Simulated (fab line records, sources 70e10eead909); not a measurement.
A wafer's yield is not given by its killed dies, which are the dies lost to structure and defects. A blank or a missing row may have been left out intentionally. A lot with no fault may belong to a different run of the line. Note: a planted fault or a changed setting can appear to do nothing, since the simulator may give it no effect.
Which tool did it?    flow nand_harc    21 wafers from 7 lots sampled at 3 of the route's 1302 steps

WHAT EACH GAUGE READ, for each wafer
NHARC_A_M0_THK_MEAS_24: measures by xrf.
lot   measured      on             thk_nm (nm)
L127  day 24 01:18  film_metro-02  115.2 114.7 113.6
L131  day 25 16:11  film_metro-02  114.3 114.4 111.7
L139  day 28 21:14  film_metro-02  111.6 113.5 111.6
L142  day 30 09:25  film_metro-01  113.0 111.5 113.3
L145  day 31 02:43  film_metro-01  114.8 112.5 112.7
L144  day 31 09:24  film_metro-01  112.9 109.0 112.2
L147  day 32 23:13  film_metro-02  112.7 111.5 113.8

WHAT TOOL EACH LOT RAN ON (gives the tool, then ch and the chambers of the sampled wafers, and finally the start)
lot   NHARC_A_M0_ETCH_15                             NHARC_A_M0_CMP_23
L127  rie_diel-11 ch 1,2,3, day 24 01:02 or earlier  cmp-04 ch 0,1,3, day 24 01:02
L131  rie_diel-11 ch 0,2,3, day 25 15:52 or earlier  cmp-01 ch 1,2,3, day 25 15:52
L139  rie_diel-12 ch 0,1,2, day 28 20:57 or earlier  cmp-04 ch 1,2, day 28 20:57
L142  rie_diel-11 ch 0,2,3, day 30 09:07 or earlier  cmp-04 ch 1,2,3, day 30 09:07
L145  rie_diel-11 ch 0,2,3, day 31 02:25 or earlier  cmp-03 ch 0,1, day 31 02:25
L144  rie_diel-12 ch 1,2,3, day 31 09:07 or earlier  cmp-04 ch 1,2, day 31 09:07
L147  rie_diel-10 ch 0,2,3, day 32 22:58 or earlier  cmp-01 ch 1,2,3, day 32 22:58
- NHARC_A_M0_ETCH_15: etches the open film in C4F8/Ar, target depth 150 nm, overetch 15 nm, time 82.5 s.
- NHARC_A_M0_CMP_23: polishes, t overpolish 20 s, target thk 113.75 nm.

THE ANSWER, worked out from the rows above alone
Rule: the lots themselves supply what counts as usual. Put in order of their means at a reading, lots are off if they are a third of the lots or fewer, leave a main group of 4 or more, and stand apart from it by a gap of 3 or more times the standard deviation of the main group's means; of several such gaps the widest counts. Not used: any main group whose means are identical at the precision the tables above print for the reading. Also off: a lot with no number at a reading for which 4 or more lots have one. Where the step has rows for the other lots, those lots are counted as sound.
None of the lots is off at any reading shown; this tells nothing.

WHAT THE SIMULATOR HAD PUT IN
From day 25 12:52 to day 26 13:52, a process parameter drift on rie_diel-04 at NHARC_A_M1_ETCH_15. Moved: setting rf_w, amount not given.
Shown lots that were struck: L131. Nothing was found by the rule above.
